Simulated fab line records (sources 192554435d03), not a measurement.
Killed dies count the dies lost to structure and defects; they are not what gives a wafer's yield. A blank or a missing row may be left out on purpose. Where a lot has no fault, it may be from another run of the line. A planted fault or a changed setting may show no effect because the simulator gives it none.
The tool behind it: which one? + flow n5-finfet + 10 lots with 27 wafers sampled at 5 steps, on a route of 1938 steps

## WHAT THE GAUGES READ, wafer by wafer
N5_BEOL_M4_RC_MEAS_101. Usual: DIBL_N 36.2 mV/V, standard deviation 1.7; DIBL_P 36.2 mV/V, standard deviation 2.2; IOFF_N 0.16 nA/um, standard deviation 0.035; IOFF_P 0.21 nA/um, standard deviation 0.042; ION_N 673 uA/um, standard deviation 13; ION_P 462 uA/um, standard deviation 7.9; SS_N 71.4 mV/dec, standard deviation 0.59; SS_P 73.2 mV/dec, standard deviation 0.7; VT_N 250 mV, standard deviation 3.6; VT_P -251 mV, standard deviation 3.5.
| lot  | measured     | on        | DIBL_N (mV/V)  | DIBL_P (mV/V)  | IOFF_N (nA/um) | IOFF_P (nA/um) | ION_N (uA/um) | ION_P (uA/um) | SS_N (mV/dec)  | SS_P (mV/dec)  | VT_N (mV)   | VT_P (mV)      | flag |
|------|--------------|-----------|----------------|----------------|----------------|----------------|---------------|---------------|----------------|----------------|-------------|----------------|------|
| L801 | day 7 23:13  | prober-01 | 36.3 38.7 36.4 | 36.1 40.1 38.5 | 0.14 0.21 0.17 | 0.19 0.25 0.22 | 653 688 674   | 446 461 465   | 70.9 72.5 71.4 | 73.0 74.0 73.9 | 250 243 248 | -252 -247 -251 |      |
| L802 | day 8 05:29  | prober-01 | 33.7 35.4 35.9 | 35.2 37.1 37.6 | 0.14 0.16 0.18 | 0.21 0.23 0.23 | 667 674 682   | 469 473 473   | 70.5 71.1 71.9 | 72.9 73.2 74.0 | 252 250 248 | -250 -248 -250 |      |
| L803 | day 8 07:13  | prober-02 | 36.6 39.1 39.0 | 37.7 41.7 41.1 | 0.20 0.27 0.27 | 0.26 0.34 0.34 | 688 713 696   | 468 482 476   | 72.1 71.7 72.7 | 73.4 74.9 74.9 | 243 240 240 | -246 -244 -243 |      |
| L804 | day 8 10:10  | prober-02 | 35.5 34.1 36.4 | 34.9 33.8 35.9 | 0.14 0.12 0.17 | 0.19 0.18 0.21 | 667 673 689   | 464 467 467   | 70.9 70.8 71.2 | 73.4 72.8 72.6 | 251 250 247 | -251 -254 -250 |      |
| L809 | day 10 17:28 | prober-01 | 38.1 38.6      | 38.7 39.1      | 0.19 0.19      | 0.24 0.25      | 695 681       | 468 466       | 72.1 72.6      | 73.9 74.6      | 248 245     | -246 -246      |      |
| L812 | day 11 04:16 | prober-02 | 35.3 37.8      | 34.2 38.8      | 0.12 0.16      | 0.16 0.22      | 662 677       | 457 464       | 70.2 72.0      | 72.5 73.0      | 255 250     | -255 -252      |      |
| L814 | day 11 04:55 | prober-01 | 37.7 35.3      | 39.0 36.8      | 0.17 0.14      | 0.26 0.22      | 668 666       | 463 460       | 71.2 71.3      | 73.8 73.0      | 251 250     | -245 -248      |      |
| L816 | day 11 13:39 | prober-02 | 34.7 32.8 34.0 | 33.5 31.6 32.5 | 0.11 0.10 0.11 | 0.16 0.13 0.15 | 652 648 664   | 449 441 447   | 70.9 70.4 70.9 | 72.8 72.4 72.4 | 255 258 254 | -254 -256 -256 |      |
| L817 | day 12 13:05 | prober-02 | 36.2 35.4 36.9 | 35.5 35.1 37.5 | 0.16 0.16 0.17 | 0.21 0.21 0.24 | 670 677 676   | 465 468 462   | 71.2 71.6 72.2 | 73.1 73.0 73.1 | 251 249 249 | -249 -249 -249 |      |
| L823 | day 13 17:47 | prober-01 | 34.9 35.1 34.1 | 36.8 35.5 35.1 | 0.15 0.14 0.13 | 0.17 0.16 0.16 | 665 672 666   | 450 451 454   | 70.6 71.4 71.0 | 73.9 73.2 73.1 | 252 252 255 | -257 -259 -258 |      |

## WHICH TOOL RAN EACH LOT (tool, then ch and the chambers of the sampled wafers, then the start)
| lot  | N5_BEOL_M2_ANNEAL_95         | N5_BEOL_M2_PRE_CLEAN_60          | N5_BEOL_M3_ETCH_74                 | N5_BEOL_M3_ETCH_63                 |
|------|------------------------------|----------------------------------|------------------------------------|------------------------------------|
| L801 | pvd-sputter-01, day 6 23:58  | cvd-co-02 ch 0,2, day 7 00:56    | rie-diel-06 ch 0,2, day 7 02:05    | rie-diel-06 ch 0,2, day 7 02:06    |
| L802 | pvd-sputter-02, day 7 06:53  | cvd-co-01 ch 0,2, day 7 08:20    | rie-diel-05 ch 0,1,3, day 7 09:53  | rie-diel-05 ch 0,1,3, day 7 09:54  |
| L803 | pvd-sputter-03, day 7 10:07  | cvd-co-01 ch 0,2, day 7 11:05    | rie-diel-05 ch 0,1,2, day 7 12:10  | rie-diel-05 ch 0,1,2, day 7 12:11  |
| L804 | pvd-sputter-02, day 7 13:35  | cvd-co-02 ch 0,1,2, day 7 14:49  | rie-diel-05 ch 2,3, day 7 18:17    | rie-diel-05 ch 2,3, day 7 18:19    |
| L809 | pvd-sputter-01, day 9 20:01  | cvd-co-02 ch 0,2, day 9 21:05    | rie-diel-05 ch 0,3, day 9 22:33    | rie-diel-05 ch 0,3, day 9 22:34    |
| L812 | pvd-sputter-03, day 10 01:54 | cvd-co-01 ch 1,2, day 10 02:52   | rie-diel-05 ch 0,1, day 10 04:01   | rie-diel-05 ch 0,1, day 10 04:01   |
| L814 | pvd-sputter-02, day 10 06:49 | cvd-co-01 ch 1,2, day 10 07:48   | rie-diel-05 ch 0,2, day 10 09:21   | rie-diel-05 ch 0,2, day 10 09:22   |
| L816 | pvd-sputter-02, day 10 18:22 | cvd-co-02 ch 1, day 10 19:20     | rie-diel-06 ch 0,1, day 10 21:10   | rie-diel-06 ch 0,1, day 10 21:11   |
| L817 | pvd-sputter-01, day 10 22:23 | cvd-co-02 ch 0,1,2, day 10 23:29 | rie-diel-06 ch 0,1,3, day 11 03:55 | rie-diel-06 ch 0,1,3, day 11 03:56 |
| L823 | pvd-sputter-02, day 12 17:22 | cvd-co-01 ch 0,1,2, day 12 18:35 | rie-diel-06 ch 0,2,3, day 12 20:04 | rie-diel-06 ch 0,2,3, day 12 20:04 |
- N5_BEOL_M2_ANNEAL_95: time 240 s.
- N5_BEOL_M2_PRE_CLEAN_60: time 15 s.
- N5_BEOL_M3_ETCH_74: etches underlayer in N2/H2, target depth 6.5 nm, time 5.2 s.
- N5_BEOL_M3_ETCH_63: etches SiARC in CF4, target depth 15.6 nm, time 26 s.

## WHAT THE TOOLS THEMSELVES READ (means of the sampled wafers that have a number; where no wafer has one, the mark that the record gives instead)
N5_BEOL_M2_ANNEAL_95. Usual: heater-power-w at 841 W, with a standard deviation of 84.
| lot  | tool           | heater-power-w (W) | flag |
|------|----------------|--------------------|------|
| L801 | pvd-sputter-01 | 769                |      |
| L802 | pvd-sputter-02 | 840                |      |
| L803 | pvd-sputter-03 | 944                |      |
| L804 | pvd-sputter-02 | 822                |      |
| L809 | pvd-sputter-01 | 848                |      |
| L812 | pvd-sputter-03 | 954                |      |
| L814 | pvd-sputter-02 | 782                |      |
| L816 | pvd-sputter-02 | 816                |      |
| L817 | pvd-sputter-01 | 774                |      |
| L823 | pvd-sputter-02 | 830                |      |

N5_BEOL_M2_PRE_CLEAN_60. Usual: heater-power-w at 97 W, with a standard deviation of 35.
| lot  | tool      | heater-power-w (W) | flag |
|------|-----------|--------------------|------|
| L801 | cvd-co-02 | 114                |      |
| L802 | cvd-co-01 | 78                 |      |
| L803 | cvd-co-01 | 79                 |      |
| L804 | cvd-co-02 | 89                 |      |
| L809 | cvd-co-02 | 110                |      |
| L812 | cvd-co-01 | 90                 |      |
| L814 | cvd-co-01 | 90                 |      |
| L816 | cvd-co-02 | 53                 |      |
| L817 | cvd-co-02 | 89                 |      |
| L823 | cvd-co-01 | 104                |      |

N5_BEOL_M3_ETCH_74. Usual: drypump-motor-current-A 5.7 A, standard deviation 0.52; etch-rf-on-time-s 5.20 s, standard deviation 0.14; oes-product-au 0.66 a.u., standard deviation 0.073; rf-vpp-V 525 V, standard deviation 3.2; showerhead-plenum-p-Torr 2.58 Torr, standard deviation 0.11; throttle-valve-pct 17.94 %, standard deviation 0.3.
| lot  | tool        | drypump-motor-current-A (A) | etch-rf-on-time-s (s) | oes-product-au (a.u.) | rf-vpp-V (V) | showerhead-plenum-p-Torr (Torr) | throttle-valve-pct (%) | flag |
|------|-------------|-----------------------------|-----------------------|-----------------------|--------------|---------------------------------|------------------------|------|
| L801 | rie-diel-06 | 5.4                         | 5.14                  | 0.62                  | 522          | 2.46                            | 17.88                  |      |
| L802 | rie-diel-05 | 5.8                         | 5.20                  | 0.66                  | 524          | 2.55                            | 17.91                  |      |
| L803 | rie-diel-05 | 5.6                         | 5.10                  | 0.67                  | 524          | 2.55                            | 18.17                  |      |
| L804 | rie-diel-05 | 5.2                         | 5.18                  | 0.63                  | 527          | 2.65                            | 18.28                  |      |
| L809 | rie-diel-05 | 5.9                         | 5.17                  | 0.61                  | 523          | 2.52                            | 17.95                  |      |
| L812 | rie-diel-05 | 6.0                         | 5.10                  | 0.68                  | 522          | 2.49                            | 18.02                  |      |
| L814 | rie-diel-05 | 5.5                         | 5.10                  | 0.61                  | 524          | 2.52                            | 18.36                  |      |
| L816 | rie-diel-06 | 6.1                         | 5.18                  | 0.68                  | 526          | 2.60                            | 17.64                  |      |
| L817 | rie-diel-06 | 6.0                         | 5.29                  | 0.65                  | 524          | 2.58                            | 17.72                  |      |
| L823 | rie-diel-06 | 5.9                         | 5.20                  | 0.67                  | 524          | 2.51                            | 17.80                  |      |

N5_BEOL_M3_ETCH_63. Usual: drypump-motor-current-A 5.7 A, standard deviation 0.53; etch-rf-on-time-s 26.0 s, standard deviation 0.66; oes-product-au 0.66 a.u., standard deviation 0.073; rf-vpp-V 184.4 V, standard deviation 1.4; showerhead-plenum-p-Torr 2.17 Torr, standard deviation 0.084; throttle-valve-pct 15.65 %, standard deviation 0.24.
| lot  | tool        | drypump-motor-current-A (A) | etch-rf-on-time-s (s) | oes-product-au (a.u.) | rf-vpp-V (V) | showerhead-plenum-p-Torr (Torr) | throttle-valve-pct (%) | flag |
|------|-------------|-----------------------------|-----------------------|-----------------------|--------------|---------------------------------|------------------------|------|
| L801 | rie-diel-06 | 5.4                         | 25.8                  | 0.63                  | 183.0        | 2.07                            | 15.73                  |      |
| L802 | rie-diel-05 | 5.8                         | 25.8                  | 0.67                  | 184.5        | 2.14                            | 15.61                  |      |
| L803 | rie-diel-05 | 5.6                         | 26.0                  | 0.66                  | 183.9        | 2.14                            | 15.79                  |      |
| L804 | rie-diel-05 | 5.2                         | 25.9                  | 0.63                  | 185.0        | 2.22                            | 15.80                  |      |
| L809 | rie-diel-05 | 5.8                         | 15.1                  | 0.86                  | 184.1        | 2.12                            | 15.69                  | OFF  |
| L812 | rie-diel-05 | 6.0                         | 20.1                  | 0.81                  | 182.6        | 2.10                            | 15.72                  | OFF  |
| L814 | rie-diel-05 | 5.5                         | 20.4                  | 0.72                  | 183.7        | 2.12                            | 15.96                  | OFF  |
| L816 | rie-diel-06 | 6.1                         | 26.3                  | 0.68                  | 184.9        | 2.18                            | 15.42                  |      |
| L817 | rie-diel-06 | 6.1                         | 26.5                  | 0.65                  | 184.1        | 2.17                            | 15.50                  |      |
| L823 | rie-diel-06 | 5.8                         | 26.1                  | 0.66                  | 183.0        | 2.11                            | 15.58                  |      |

## THE ANSWER, worked out from the rows above alone
Rule: lot off if the mean of its wafers having a number is beyond 3 standard deviations from the usual mean. Also off: a lot with no number at a reading for which 4 or more lots have one. All remaining lots with rows at the step are treated as sound. First the gauges in route order, then the tools' own readings, where a lot's mean is used as printed above. The first step at which some lot is off is used, and at that step the reading that is off furthest; a lot without a number counts as furthest.
Off at N5_BEOL_M3_ETCH_63 (etch-rf-on-time-s): L809, L812, L814.
A tool fits if, at that step or a process step before it, it ran every lot that is off, and no sound lot after the first of them. One candidate fits, namely rie-diel-05 at N5_BEOL_M3_ETCH_74 and N5_BEOL_M3_ETCH_63. At N5_BEOL_M3_ETCH_74 its last sound lot is L804 (day 7 18:17), its first lot that is off L809 (day 9 22:33): a fault that began between those two fits.

## WHAT THE SIMULATOR PUT IN
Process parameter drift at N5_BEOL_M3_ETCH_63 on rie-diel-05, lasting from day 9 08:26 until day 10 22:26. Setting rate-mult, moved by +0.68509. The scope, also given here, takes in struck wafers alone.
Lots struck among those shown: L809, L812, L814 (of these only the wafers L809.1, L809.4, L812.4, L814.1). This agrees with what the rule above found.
